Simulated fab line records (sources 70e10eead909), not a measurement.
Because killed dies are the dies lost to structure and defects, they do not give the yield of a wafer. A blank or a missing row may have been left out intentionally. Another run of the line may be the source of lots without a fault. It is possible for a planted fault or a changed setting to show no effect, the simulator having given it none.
fab line records ; flow nand_harc
record lots=6; wafers=18; last_day=34
route steps=1302 shown P_STI@76 END@1302
lots that met no fault: from a run of the same line without faults
start_h: hours from the record's first day to the start of the lot's first wafer shown ; wait_h: hours from the lot's prior step to this one ; " unchanged from the row above ; L1.1+2: several wafers, shown together as one row ; - no value present, or no start provided ; * or withheld: withheld ; < > ~ a bound
route shown NAME@n: names a module that has steps shown in the file, with the first one's number in the route ; usual: the fault-free wafers' mean and standard deviation ; same: alike in all rows ; chamber/n: place in a boat ; sites: per-site readings ; _std_site: standard deviation across them ; _edge_site: outer sites' mean less inner sites' ; radius_mm: how far each site lies from the wafer's centre ; mask NAME#n: copy n ; behind: the most recent tool/chamber to have shaped the wafer ; hold: why the lot was held/for how many hours/how that ended ; device: names the non-switching transistor (n, p or np) ; end of line: the same wafers' tests at the end of the route ; for a step that has no rows: nothing shown but its recipe ; killed: at the first sort, the dies lost to defects and structure; wafer yield is something else ; map: a wafer's dies, x killed, . not, _ none there
set.NAME: the run value of the setting; set.NAME@STEP: its run value at that earlier step ; model.NAME: the simulator's own value behind a step, which no gauge read
lots seen at some steps along the route; tables by step, rows by wafer
services: a tool's chamber out of use, with start hour (start_h, from the record's first day; less than 0 if before it), hours out, and reason
## steps
# step NHARC_P_STI_COAT_41
# recipe temp_c=200; time_s=65
# step NHARC_P_STI_COAT_03
# recipe spin_rpm=2000; resist_thk_nm=600
# step NHARC_P_STI_SOFTBAKE_04
# recipe temp_c=125; time_s=70
# step NHARC_P_STI_EBR_05
# step NHARC_P_STI_EXPOSE_06
# recipe na=0.55; target_cd_nm=200; dose_mj=37.69; mask_id=P_STI
# step NHARC_P_STI_PEB_07
# recipe peb_temp_c=128; peb_time_s=80
# step NHARC_P_STI_DEVELOP_08
# recipe time_s=50; dev_temp_c=22
# step NHARC_P_STI_CD_MEAS_09
# recipe target_cd_nm=200; landing_energy_ev=500
# usual cd_nm=200.0/2.2
lot.wafer;tool;chamber;start_h;wait_h;cd_nm
L590.1;cd_sem-03;0;72.01;-;200.2
L590.4;cd_sem-03;0;72.01;-;199.8
L590.5;cd_sem-03;0;72.01;-;204.7
L592.1;cd_sem-02;0;93.17;-;199.1
L592.2;cd_sem-02;0;93.17;-;197.8
L592.6;cd_sem-02;0;93.17;-;200.7
L593.1;cd_sem-02;0;105.33;-;201.4
L593.2;cd_sem-02;0;105.33;-;196.5
L593.4;cd_sem-02;0;105.33;-;199.9
L605.3;cd_sem-01;0;222.90;-;196.3
L605.4;cd_sem-01;0;222.90;-;201.7
L605.6;cd_sem-01;0;222.90;-;198.3
L606.1;cd_sem-02;0;239.35;-;198.0
L606.3;cd_sem-02;0;239.35;-;200.1
L606.5;cd_sem-02;0;239.35;-;200.4
L610.3;cd_sem-03;0;276.17;-;200.8
L610.4;cd_sem-03;0;276.17;-;203.8
L610.6;cd_sem-03;0;276.17;-;200.3
# step NHARC_P_STI_OVL_MEAS_10
# usual overlay_x_nm=2/4.7; overlay_y_nm=0/6.4
lot.wafer;tool;chamber;start_h;wait_h;overlay_x_nm;overlay_y_nm
L590.1;overlay-01;-;72.10;-;2;15
L590.4;overlay-01;-;72.10;-;3;16
L590.5;overlay-01;-;72.10;-;3;16
L592.1;overlay-01;-;93.26;-;8;7
L592.2;overlay-01;-;93.26;-;8;7
L592.6;overlay-01;-;93.26;-;8;8
L593.1;overlay-02;-;105.42;-;-4;-2
L593.2;overlay-02;-;105.42;-;-3;-2
L593.4;overlay-02;-;105.42;-;-4;-2
L605.3;overlay-01;-;222.99;-;4;-5
L605.4;overlay-01;-;222.99;-;4;-4
L605.6;overlay-01;-;222.99;-;4;-4
L606.1;overlay-02;-;239.44;-;-5;7
L606.3;overlay-02;-;239.44;-;-6;7
L606.5;overlay-02;-;239.44;-;-6;7
L610.3;overlay-02;-;276.25;-;5;-4
L610.4;overlay-02;-;276.25;-;4;-5
L610.6;overlay-02;-;276.25;-;5;-5
# step NHARC_P_STI_INSPECT_11
# usual raw_defect_count=6/3.2
lot.wafer;tool;chamber;start_h;wait_h;raw_defect_count
L590.1;defect_inspect-02;-;72.14;0.0;2
L590.4;defect_inspect-02;-;72.14;0.0;1
L590.5;defect_inspect-02;-;72.14;0.0;4
L592.1;defect_inspect-02;-;93.30;0.0;6
L592.2;defect_inspect-02;-;93.30;0.0;5
L592.6;defect_inspect-02;-;93.30;0.0;3
L593.1;defect_inspect-01;-;105.46;0.0;5
L593.2;defect_inspect-01;-;105.46;0.0;6
L593.4;defect_inspect-01;-;105.46;0.0;7
L605.3;defect_inspect-01;-;223.02;0.0;9
L605.4;defect_inspect-01;-;223.02;0.0;10
L605.6;defect_inspect-01;-;223.02;0.0;14
L606.1;defect_inspect-02;-;239.48;0.0;2
L606.3;defect_inspect-02;-;239.48;0.0;5
L606.5;defect_inspect-02;-;239.48;0.0;4
L610.3;defect_inspect-01;-;276.29;0.0;4
L610.4;defect_inspect-01;-;276.29;0.0;6
L610.6;defect_inspect-01;-;276.29;0.0;4
# step NHARC_P_STI_HARDBAKE_13
# recipe temp_c=118; time_s=65
# step NHARC_P_STI_DESCUM_14
# recipe time_s=3; o2_flow_sccm=200; ar_flow_sccm=0; bias_power_w=0; chemistry=O2
# usual chamber_pressure_mTorr=60.00/0.056; drypump_motor_current_A=5.6/0.46; oes_product_au=1.001/0.011; rf_vpp_V=57.9/0.92; showerhead_plenum_p_Torr=1.95/0.1; throttle_valve_pct=11.311/0.0094
lot.wafer;tool;chamber;start_h;wait_h;chamber_pressure_mTorr;drypump_motor_current_A;oes_product_au;rf_hours_counter_h;rf_vpp_V;showerhead_plenum_p_Torr;throttle_valve_pct
L590.1;rie_diel-01;1;72.28;-;59.97;5.3;0.997;1;57.9;2.06;11.320
L590.4;rie_diel-01;2;72.28;-;60.04;6.3;1.009;2;58.3;2.05;11.300
L590.5;rie_diel-01;1;72.28;-;60.12;5.3;1.001;-;57.3;2.06;11.303
L592.1;rie_diel-03;3;93.45;-;60.04;5.0;1.008;5;58.5;1.99;11.301
L592.2;rie_diel-03;0;93.45;-;60.02;6.0;0.982;6;57.2;1.91;11.319
L592.6;rie_diel-03;1;93.45;-;60.00;6.3;0.968;-;58.2;2.05;11.300
L593.2;rie_diel-01;1;105.59;-;60.02;5.4;1.010;3;58.1;2.06;11.315
L593.4;rie_diel-01;3;105.59;-;60.02;6.0;0.992;3;58.5;1.79;11.307
L593.1;rie_diel-01;0;105.59;-;59.98;4.9;1.010;3;58.1;2.01;11.315
L605.3;rie_diel-03;0;223.16;-;60.05;5.9;0.992;6;57.9;1.90;11.294
L605.4;rie_diel-03;2;223.16;-;60.07;5.7;0.993;6;56.2;1.79;11.310
L605.6;rie_diel-03;0;223.16;-;60.08;5.9;0.991;-;58.1;1.90;11.297
L606.3;rie_diel-03;1;239.61;-;60.00;6.3;0.982;5;59.2;2.04;11.325
L606.1;rie_diel-03;3;239.61;-;59.97;5.0;1.006;6;58.1;1.98;11.312
L606.5;rie_diel-03;2;239.61;-;60.00;5.6;0.991;-;58.4;1.79;11.309
L610.4;rie_diel-02;3;276.43;-;59.89;5.4;1.000;4;59.2;2.04;11.321
L610.3;rie_diel-02;1;276.43;-;60.10;5.5;1.017;5;58.7;1.97;11.298
L610.6;rie_diel-02;3;276.43;-;60.04;5.4;1.000;-;58.7;2.04;11.322
# step NHARC_P_STI_ETCH_42
# recipe target_depth_a=800; overetch_a=240; time_s=61; ion_energy_ev=200; n2_flow_sccm=150; h2_flow_sccm=150; ar_flow_sccm=0; rf_w=400; bias_w=150; chemistry=N2/H2
# usual chamber_pressure_mTorr=29.999/0.029; drypump_motor_current_A=5.6/0.46; oes_product_au=1.001/0.009; rf_fwd_power_W=395.9/1.6; rf_vpp_V=431/3.1; run_length_s=82.4/0.44; showerhead_plenum_p_Torr=2.07/0.11; throttle_valve_pct=14.173/0.01
lot.wafer;tool;chamber;start_h;wait_h;chamber_pressure_mTorr;drypump_motor_current_A;oes_product_au;rf_fwd_power_W;rf_hours_counter_h;rf_vpp_V;run_length_s;showerhead_plenum_p_Torr;throttle_valve_pct
L590.4;rie_diel-01;3;72.36;0.1;30.012;6.0;0.991;395.6;2;426;82.1;1.91;14.161
L590.1;rie_diel-01;2;72.36;0.1;30.058;6.3;1.010;397.8;2;435;82.9;2.19;14.171
L590.5;rie_diel-01;3;72.36;0.1;30.025;6.0;0.999;395.8;-;428;82.8;1.91;14.171
L592.2;rie_diel-03;3;93.52;0.1;29.965;5.0;1.003;396.5;5;433;82.6;2.12;14.156
L592.1;rie_diel-03;0;93.52;0.1;30.015;5.9;0.997;397.1;6;429;82.7;2.03;14.183
L592.6;rie_diel-03;2;93.52;0.1;30.043;5.7;0.996;395.2;-;427;81.8;1.91;14.168
L593.4;rie_diel-01;0;105.68;0.1;30.029;4.9;1.001;397.5;3;433;82.8;2.15;14.164
L593.1;rie_diel-01;2;105.68;0.1;29.987;6.3;1.014;396.4;3;434;82.4;2.19;14.167
L593.2;rie_diel-01;3;105.68;0.1;29.996;6.0;0.987;394.2;3;426;82.1;1.91;14.169
L605.4;rie_diel-03;3;223.24;0.1;30.007;4.9;1.009;397.2;6;433;82.4;2.12;14.166
L605.3;rie_diel-03;0;223.24;0.1;30.004;6.0;0.997;-;6;430;69.4;2.03;14.168
L605.6;rie_diel-03;0;223.24;0.1;29.967;6.0;0.998;-;-;430;69.4;2.03;14.171
L606.3;rie_diel-03;1;239.69;0.1;29.984;6.3;0.985;395.7;5;436;83.2;2.18;14.164
L606.1;rie_diel-03;0;239.69;0.1;30.011;5.9;1.003;-;7;429;69.1;2.03;14.175
L606.5;rie_diel-03;2;239.69;0.1;29.971;5.7;0.996;393.4;-;427;82.3;1.91;14.185
L610.4;rie_diel-02;2;276.51;0.1;30.048;5.5;0.993;396.7;5;429;82.2;1.96;14.183
L610.3;rie_diel-02;1;276.51;0.1;29.999;5.5;1.000;393.7;5;432;82.4;2.10;14.172
L610.6;rie_diel-02;3;276.51;0.1;30.010;5.4;1.009;399.5;-;434;82.3;2.18;14.164
# step NHARC_P_STI_ETCH_31
# recipe target_depth_a=1089; time_s=54.5; cf4_flow_sccm=100; chf3_flow_sccm=30; ar_flow_sccm=0; rf_w=500; bias_w=200; chemistry=CF4/CHF3
# usual chamber_pressure_mTorr=25.003/0.024; drypump_motor_current_A=5.6/0.46; oes_product_au=0.962/0.018; rf_fwd_power_W=494.4/2.2; rf_vpp_V=371.4/2.8; run_length_s=75.9/0.46; showerhead_plenum_p_Torr=1.60/0.08; throttle_valve_pct=16.803/0.0089
lot.wafer;tool;chamber;start_h;wait_h;chamber_pressure_mTorr;drypump_motor_current_A;oes_product_au;rf_fwd_power_W;rf_hours_counter_h;rf_vpp_V;run_length_s;showerhead_plenum_p_Torr;throttle_valve_pct
L590.1;rie_diel-01;3;-;-;24.992;5.9;0.961;492.3;2;367.2;75.7;1.48;16.792
L590.4;rie_diel-01;2;-;-;25.004;6.3;0.978;494.3;2;375.9;76.0;1.68;16.793
L590.5;rie_diel-01;3;-;-;24.965;5.9;0.968;492.4;-;367.3;75.8;1.48;16.811
L592.2;rie_diel-03;2;-;-;25.022;5.7;0.955;494.6;5;367.9;75.4;1.48;16.807
L592.1;rie_diel-03;3;-;-;25.011;4.9;0.974;498.0;5;374.0;75.7;1.63;16.796
L592.6;rie_diel-03;3;-;-;25.034;5.0;0.976;498.9;-;374.6;76.0;1.63;16.804
L593.4;rie_diel-01;0;-;-;24.954;4.9;0.989;492.0;3;373.1;76.1;1.65;16.793
L593.2;rie_diel-01;1;-;-;25.024;5.3;0.964;492.8;3;375.3;75.5;1.69;16.803
L593.1;rie_diel-01;2;-;-;24.981;6.2;0.971;494.9;3;374.8;76.3;1.68;16.795
L605.4;rie_diel-03;2;-;-;25.015;5.6;0.972;496.1;6;367.3;75.4;1.48;16.814
L605.3;rie_diel-03;3;-;-;24.988;4.9;0.995;498.4;6;373.1;76.1;1.63;16.807
L605.6;rie_diel-03;0;-;-;24.990;5.9;0.955;491.4;-;369.2;76.3;1.57;16.791
L606.1;rie_diel-03;1;-;-;25.002;6.3;0.945;493.6;5;373.6;76.7;1.67;16.799
L606.3;rie_diel-03;3;-;-;25.002;4.9;0.973;495.1;6;373.5;75.9;1.63;16.790
L606.5;rie_diel-03;2;-;-;25.001;5.6;0.953;494.3;-;368.2;75.6;1.48;16.818
L610.3;rie_diel-02;3;-;-;25.029;5.4;0.953;499.3;4;374.6;75.7;1.67;16.792
L610.4;rie_diel-02;2;-;-;25.010;5.5;0.954;494.9;5;369.6;75.2;1.52;16.809
L610.6;rie_diel-02;0;-;-;25.027;6.1;0.957;496.6;-;366.8;76.2;1.48;16.825
# step NHARC_END_SORT_01
# recipe temp_c=25
# usual killed_at_array=55/17; killed_at_other=1.1/1.6; killed_at_periphery=3.8/2.5; killed_dies=60/18; killed_open=3.3/1.9; killed_short=2.5/1.7
# same gross_dies=677
lot.wafer;tool;chamber;start_h;wait_h;killed_at_array;killed_at_other;killed_at_periphery;killed_dies;killed_open;killed_short
L593.1;prober-01;0;632.22;2.5;71;0;1;72;2;9
# killed by level:class
L593.1 A_CHANNEL_HOLE_D2:chamber_film_flake=33 A_SLIT:chamber_film_flake=18 A_CHANNEL_HOLE_D1:chamber_film_flake=5 A_WL_FILL:geometric_particle:short=3 A_DECK1_JOINT:geometric_particle:short=2 A_ONON_D2:geometric_particle:short=2 A_STAIRCASE:chamber_film_flake=2 P_GATE:geometric_particle:open=1
## services
tool;chamber;start_h;hours;kind
rie_diel-03;0;58.84;-;clean
rie_diel-03;1;58.84;-;clean
rie_diel-03;2;58.84;-;clean
rie_diel-03;3;58.84;-;clean
rie_diel-01;1;60.09;2.5;repair
rie_diel-03;1;64.61;9.9;repair
rie_diel-03;0;83.69;-;clean
rie_diel-03;1;83.69;-;clean
rie_diel-03;2;83.69;-;clean
rie_diel-03;3;83.69;-;clean
rie_diel-03;-;104.30;9.0;pm
rie_diel-03;0;104.30;9.0;vent_cycle
rie_diel-03;1;104.30;9.0;vent_cycle
rie_diel-03;2;104.30;9.0;vent_cycle
rie_diel-03;3;104.30;9.0;vent_cycle
rie_diel-03;1;118.85;6.8;repair
rie_diel-01;-;189.91;0.9;repair
rie_diel-03;1;193.36;5.2;repair
rie_diel-01;-;203.82;9.0;pm
rie_diel-02;-;216.70;9.0;pm
rie_diel-01;0;230.88;14.8;repair
rie_diel-03;0;236.72;1.6;repair
rie_diel-02;1;253.46;3.1;repair
rie_diel-01;2;261.29;4.9;repair
## key
first_sign step=NHARC_P_STI_ETCH_42; reading=run_length_s; direction=down; sigmas=30; usual=*; struck=*
effect none on later readings
met_at NHARC_P_STI_ETCH_42
struck_wafers L605.3,L605.6,L606.1
tester_left_out L605,L606
onset_between 93.52 223.24
fault kind=process_parameter_drift; tool=rie_diel-03; chamber=0; onset_h=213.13; steps=NHARC_P_STI_ETCH_42; channel=time_s; offset=*; shape=step; end_h=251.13; acts_in=*; stated=*
# tester_left_out: of these lots the tester's yield and bins aren't shown, on N5 and GAA mostly nor the transistor test; their killed dies are dies lost to structure and defects alone, not to doping, threshold or leakage, so they don't give the yield
